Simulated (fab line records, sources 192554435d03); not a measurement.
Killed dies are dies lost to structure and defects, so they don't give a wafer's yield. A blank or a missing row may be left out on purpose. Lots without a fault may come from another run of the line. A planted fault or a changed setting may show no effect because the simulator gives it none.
A struck lot beside a sound one | flow n5_finfet | 16 steps out of a route of 1938
Sound: wafers L161.1, L161.5, L161.6. Struck: wafers L164.1, L164.2, L164.5. The cause comes at the end.
At each step with rows: each side's tool, then ch and its chambers, then its first start. Under that, the readings that differ: sound wafers | struck wafers | difference of the means | sigmas: that difference in standard deviations of wafers without a fault.
alike: readings whose means differ by less than 2 such deviations, and words and numbers that are the same on both sides. not compared: withheld readings, readings that some wafer has no value for, bounds like >300 that may hide the same value, and numbers for which the record gives no deviation and whose values overlap.
The two part at a step that has a row with sigmas, a row that says differs or no value, or rows on one side only. Numbers that don't overlap but have no deviation are shown without sigmas and don't part them. A reading that every wafer of one side lacks parts them only if that side has two wafers or more.

first, 4 steps without rows for these wafers: N5_BEOL_M7_SOFTBAKE_06 (time 60 s); N5_BEOL_M7_EXPOSE_08 (exposes mask M7); N5_BEOL_M7_PEB_09 (peb time 60 s); N5_BEOL_M7_DEVELOP_10 (develop time 30 s).
N5_BEOL_M7_CD_MEAS_11: target cd 38.5 nm.
  sound on cd_sem-03 ch 0, day 9 00:49; struck on cd_sem-01 ch 0, day 9 13:57
  alike: cd_nm
N5_BEOL_M7_OVL_MEAS_12:
  sound on overlay-01 ch 0, day 9 00:51; struck on overlay-02 ch 0, day 9 13:59
  alike: M7_OVL
N5_BEOL_M7_INSPECT_13: inspects for defects (brightfield).
  sound on defect_inspect-02, day 9 00:52; struck on defect_inspect-01, day 9 14:00
  alike: raw_defect_count
N5_BEOL_M7_DESCUM_16: chemistry O2, time 7.9 s.
  sound on rie_diel-05 ch 1,2,3, day 9 01:01; struck on rie_diel-01 ch 1,3, day 9 14:05
  reading                         | sound          | struck         | difference | sigmas
  showerhead_plenum_p_Torr (Torr) | 2.16 2.13 2.13 | 2.01 2.05 2.05 | -0.10      | -2
  alike: drypump_motor_current_A, oes_product_au, rf_vpp_V, throttle_valve_pct
  not compared: rf_hours_counter_h
N5_BEOL_M7_ETCH_61: etches SiARC in CF4, target depth 45.5 nm, time 75.8 s.
  sound on rie_diel-05 ch 1,2,3, day 9 01:04; struck on rie_diel-01 ch 1,3, day 9 14:07
  reading                         | sound          | struck         | difference | sigmas
  showerhead_plenum_p_Torr (Torr) | 2.20 2.16 2.18 | 2.07 2.11 2.11 | -0.08      | -2
  alike: drypump_motor_current_A, etch_rf_on_time_s, oes_product_au, rf_vpp_V, throttle_valve_pct
  not compared: rf_hours_counter_h
N5_BEOL_M7_ETCH_62: etches SOC in N2/H2, target depth 110 nm, overetch 22 nm, time 165 s.
  sound on rie_diel-05 ch 1,2,3, day 9 01:07; struck on rie_diel-01 ch 1,3, day 9 14:10
  reading                         | sound             | struck            | difference | sigmas
  rf_vpp_V (V)                    | 530.0 524.1 525.0 | 521.3 522.6 523.0 | -4.1       | -3
  showerhead_plenum_p_Torr (Torr) | 2.63 2.58 2.58    | 2.45 2.51 2.51    | -0.11      | -2
  alike: drypump_motor_current_A, oes_product_au, throttle_valve_pct
  not compared: rf_hours_counter_h
then, 1 step without rows for these wafers: N5_BEOL_M7_STRIP_68 (strips in N2/H2).
N5_BEOL_M7_STRIP_67: strips in CF4.
  sound on rie_diel-05 ch 1,2,3, day 9 01:16; struck on rie_diel-01 ch 1,3, day 9 14:19
  reading                         | sound          | struck         | difference | sigmas
  showerhead_plenum_p_Torr (Torr) | 1.83 1.81 1.83 | 1.74 1.77 1.77 | -0.06      | -2
  alike: drypump_motor_current_A, oes_product_au, power_w, rf_vpp_V, throttle_valve_pct
  not compared: rf_hours_counter_h
N5_BEOL_M7_HM_OPEN_17: chemistry Cl2/BCl3, target TiN, target depth 20 nm, overetch 6 nm.
  sound on rie_metal-03 ch 0, day 9 01:18; struck on rie_metal-01 ch 0,1, day 9 14:22
  no value came back on the struck wafers for any of 6 readings (bcl3_flow_sccm (sccm), bias_w (W) and others); on the sound wafers bcl3_flow_sccm (sccm) reads 21.70 21.73 21.76
  reading                                  | sound          | struck         | difference | sigmas
  model.SOC_of_BEOL_M7_COAT_59.thk_nm (nm) | 91.8 91.8 91.6 | 99.8 99.8 99.8 | +8.1       |
  not compared: rf_hours_counter_h
N5_BEOL_M7_STRIP_19: strips in O2.
  sound on rie_diel-01 ch 0,1,2, day 9 01:30; struck on rie_diel-05 ch 0,1,3, day 9 14:28
  alike: drypump_motor_current_A, oes_product_au, rf_vpp_V, showerhead_plenum_p_Torr, throttle_valve_pct
  not compared: rf_hours_counter_h
N5_BEOL_M7_CD_MEAS_18: pitch 80 nm, target cd 40 nm.
  sound on cd_sem-01, day 9 01:34; struck on cd_sem-01, day 9 14:32
  reading    | sound          | struck | difference                    | sigmas
  cd_nm (nm) | 40.4 39.7 40.6 | - - -  | no value on the struck wafers |
then, 1 step without rows for these wafers: N5_BEOL_M7_COAT_63 (time 60 s, resist thk 60 nm).

WHERE THEY PART
First at N5_BEOL_M7_DESCUM_16; last, within this record, at N5_BEOL_M7_CD_MEAS_18.

WHY: what the simulator had put in
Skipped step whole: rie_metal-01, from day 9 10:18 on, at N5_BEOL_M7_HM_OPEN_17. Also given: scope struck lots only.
